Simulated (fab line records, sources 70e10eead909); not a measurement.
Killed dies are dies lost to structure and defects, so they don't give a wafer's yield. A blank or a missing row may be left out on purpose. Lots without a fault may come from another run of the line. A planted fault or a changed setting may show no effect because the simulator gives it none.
Chamber matching | flow nand_harc | NHARC_P_M1_PRE_CLEAN_32 on pecvd-04: 3 sister chambers
The step time 12 s. 3 wafers are shown with their chamber, then 9 later ones without.

WAFERS WITH THEIR CHAMBER
wafer  | chamber | heater_power_w (W)
L078.6 | 1       | 700
L091.5 | 2       | 724
L091.6 | 0       | 680

WAFERS WITHOUT THEIR CHAMBER
wafer  | heater_power_w (W)
L094.1 | 666
L094.3 | 648
L094.5 | 695
L096.1 | 662
L096.2 | 575
L096.3 | 623
L097.2 | 564
L097.3 | 705
L097.5 | 562

WHICH CHAMBER EACH WENT THROUGH
wafer  | from the rows above          | in truth
L094.1 | can't be placed: 0 or 1 or 2 | 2
L094.3 | can't be placed: 0 or 1 or 2 | 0
L094.5 | can't be placed: 1 or 0 or 2 | 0
L096.1 | can't be placed: 0 or 1 or 2 | 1
L096.2 | can't be placed: 0 or 1 or 2 | 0
L096.3 | can't be placed: 0 or 1 or 2 | 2
L097.2 | can't be placed: 0 or 1 or 2 | 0
L097.3 | can't be placed: 1 or 2 or 0 | 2
L097.5 | can't be placed: 0 or 1 or 2 | 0
Placed correctly: 0 of 9. Can't be placed from these rows: 9 (the true chamber is among the candidates in 9). Placed wrongly: 0.
How it was worked out, from the rows above alone: a wafer's distance from a chamber is the root of the sum, over the readings, of the square of ((its reading less the chamber's mean) divided by the reading's scatter). The wafer belongs to the nearest chamber; if the next one is less than 2 further off, it can't be placed. A chamber's mean is the mean of its shown wafers. The scatter: with one shown wafer a chamber, the root of the mean of the squares of how far each hidden wafer lies from its nearest shown one.
